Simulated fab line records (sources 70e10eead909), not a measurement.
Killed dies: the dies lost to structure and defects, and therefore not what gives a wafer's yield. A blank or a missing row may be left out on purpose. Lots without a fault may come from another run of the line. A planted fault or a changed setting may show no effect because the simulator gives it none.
Comparing a struck lot with a sound one ; flow nandHarc ; 41 steps out of a route of 1302
Sound: the wafers L865.1, L865.3, L865.4. Struck: wafer L877.2. (L877.3, L877.5 of the same lot were not struck and are left out.) The cause comes at the end.
At each step with rows: each side's tool, then ch and its chambers, then its first start. Under that, the readings that differ: sound wafers ; struck wafers ; difference of the means ; sigmas: that difference in standard deviations of wafers without a fault.
alike: readings with means less than 2 such deviations apart, plus words and numbers identical on both sides. not compared: withheld readings, readings lacking a value on some wafer, bounds such as >300 that could conceal the same value, and numbers that have no deviation in the record and whose values overlap.
The two part at a step that has a row with sigmas, a row that says differs or no value, or rows on one side only. When numbers do not overlap yet have no deviation, they are printed without sigmas and do not part them. A reading that every wafer of one side lacks parts them only if that side has two wafers or more.

first, 3 steps without rows for these wafers: NHARC_A_SGD_CUT_EXPOSE_06 (exposes mask SGD); NHARC_A_SGD_CUT_PEB_07 (peb time 65 s); NHARC_A_SGD_CUT_DEVELOP_08 (develop time 35 s).
NHARC_A_SGD_CUT_CD_MEAS_09: target cd 100 nm.
  sound on cdSem-01 ch 0, day 23 04:25; struck on cdSem-01 ch 0, day 28 12:35
  alike: cdNm
NHARC_A_SGD_CUT_OVL_MEAS_10:
  struck on overlay-01, day 28 12:40; sound on overlay-02, day 23 04:31
  alike: overlayXNm, overlayYNm
NHARC_A_SGD_CUT_INSPECT_11:
  struck on defectInspect-02, day 28 12:43; sound on defectInspect-02, day 23 04:32
  alike: rawDefectCount
then, 2 steps without rows for these wafers: NHARC_A_SGD_CUT_DESCUM_14 (chemistry O2, time 3 s); NHARC_A_SGD_CUT_ETCH_58 (etches the open film in CF4, target depth 39 nm, time 65 s).
NHARC_A_SGD_CUT_ETCH_59: etches the open film in N2/H2, target depth 260 nm, time 406.25 s.
  sound: rieDiel-09 ch 1,2,3; struck: rieDiel-08 ch 2
reading;sound;struck;difference;sigmas
drypumpMotorCurrentA (A);5.5 4.8 5.4;6.3;+1.1;+2
rfHoursCounterH (h);1 1 1;8;+7;
  alike: oesProductAu, rfVppV, showerheadPlenumPTorr, throttleValvePct
then, 3 steps without rows for these wafers: NHARC_A_SGD_CUT_ETCH_15 (etches the open film in CH3F/O2, target depth 75 nm, time 64.3 s); NHARC_A_SGD_CUT_ETCH_16 (etches the open film in C4F8/O2/Ar, target depth 310.5 nm, time 155.2 s); NHARC_A_SGD_CUT_STRIP_60 (strips in C4F8/O2/Ar).
NHARC_A_SGD_CUT_STRIP_17: strips in O2.
  sound on rieDiel-09 ch 0,1,2, day 23 05:23; struck on rieDiel-08 ch 1, day 28 13:34
reading;sound;struck;difference;sigmas
oesProductAu (a.u.);1.013 1.018 0.999;0.964;-0.046;-3
rfHoursCounterH (h);1 1 1;7;+6;
  alike: drypumpMotorCurrentA, rfVppV, showerheadPlenumPTorr, throttleValvePct
then, 5 steps without rows for these wafers: NHARC_A_SGD_CUT_PRECLEAN_18 (cleans in SC1); NHARC_A_SGD_CUT_SRD_19; NHARC_A_SGD_CUT_DEP_20 (deposits SiO2, target thk 150 nm); NHARC_A_SGD_CUT_ANNEAL_27 (time 1800 s); NHARC_A_SGD_CUT_CMP_21 (polishes, target thk 148.19 nm).
NHARC_A_SGD_CUT_THK_MEAS_22: measures by ellipsometry.
  struck on filmMetro-02, day 28 18:47; sound on filmMetro-01, day 23 10:43
  alike: thkNm
then, 15 steps without rows for these wafers: NHARC_A_SGD_CUT_SRD_23; NHARC_A_SGD_CUT_ETCH_26 (etches SiO2 in dHF, target depth 45.8 nm); NHARC_A_SGD_CUT_ETCHBACK_24 (etches the open film in CH3F/O2, target depth 50 nm, time 92.857 s); NHARC_A_SGD_CUT_STRIP_28 (strips in O2, time 20 s); NHARC_A_SLIT_DEP_25 (deposits SiO2, target thk 200 nm); NHARC_A_SLIT_DEP_00 (deposits aC, target thk 6200 nm); NHARC_A_SLIT_DEP_23 (deposits SiON, target thk 100 nm); NHARC_A_SLIT_DEHYDRATE_01 (time 120 s); NHARC_A_SLIT_HMDS_02 (time 30 s); NHARC_A_SLIT_COAT_03 (resist thk 90 nm); NHARC_A_SLIT_SOFTBAKE_04 (time 55 s); NHARC_A_SLIT_EBR_05; NHARC_A_SLIT_EXPOSE_06 (exposes mask SLIT); NHARC_A_SLIT_PEB_07 (peb time 65 s); NHARC_A_SLIT_DEVELOP_08 (develop time 35 s).
NHARC_A_SLIT_CD_MEAS_09: target cd 300 nm.
  sound on cdSem-02 ch 0, day 23 17:58; struck on cdSem-02 ch 0, day 29 07:53
  alike: cdNm
NHARC_A_SLIT_OVL_MEAS_10:
  struck on overlay-01, day 29 07:58; sound on overlay-01, day 23 18:04
  alike: overlayXNm, overlayYNm
NHARC_A_SLIT_DESCUM_14: chemistry O2, time 3 s.
  sound on rieDiel-02 ch 0,1,3, day 23 18:10; struck on rieDiel-07 ch 0, day 29 08:04
reading;sound;struck;difference;sigmas
rfHoursCounterH (h);6 7 6;1;-5;
throttleValvePct (%);11.304 11.312 11.313;11.330;+0.020;+2
  alike: drypumpMotorCurrentA, oesProductAu, rfVppV, showerheadPlenumPTorr
NHARC_A_SLIT_ETCH_24: etches the open film in CF4/CHF3, target depth 121 nm, time 60.5 s.
  sound on rieDiel-02 ch 0,1,2, day 23 18:14; struck on rieDiel-07 ch 0, day 29 08:09
reading;sound;struck;difference;sigmas
rfHoursCounterH (h);6 6 6;1;-5;
  alike: drypumpMotorCurrentA, oesProductAu, rfVppV, showerheadPlenumPTorr, throttleValvePct
NHARC_A_SLIT_ETCH_15: etches the open film in O2/COS, target depth 6200 nm, time 1612 s.
  sound: rieDiel-02 ch 1,2,3; struck: rieDiel-07 ch 2
reading;sound;struck;difference;sigmas
rfHoursCounterH (h);7 7 6;1;-6;
  alike: cosFlowSccm, drypumpMotorCurrentA, oesProductAu, rfVppV, showerheadPlenumPTorr, throttleValvePct
NHARC_A_SLIT_ETCH_17: etches the open film in C4F8/O2/Ar, time 4254.5 s, target depth 20300 nm.
  sound on harEtch-01 ch 0,1, day 23 20:02; struck on harEtch-01 ch 1, day 29 09:55
  alike: drypumpMotorCurrentA, showerheadPlenumPTorr, throttleValvePct
  not compared: rfHoursCounterH
-- break in the record here, with 5 days between the starts of the struck wafers on either side (left off in module A_SLIT, picked up again in module END, where the first step shown is number 1302 on the route) --
NHARC_END_SORT_01:
  sound on prober-01 ch 0, day 28 13:32; struck on prober-02 ch 0, day 34 09:04
reading;sound;struck;difference;sigmas
killedAtArray;69 67 95;132;+55;+3
killedDies;72 69 95;135;+56;+3
  alike: killedAtOther, killedAtPeriphery, killedOpen, killedShort

## WHERE THEY PART
First at NHARC_A_SGD_CUT_ETCH_59; last, within this record, at NHARC_END_SORT_01.

WHY: the cause the simulator had injected
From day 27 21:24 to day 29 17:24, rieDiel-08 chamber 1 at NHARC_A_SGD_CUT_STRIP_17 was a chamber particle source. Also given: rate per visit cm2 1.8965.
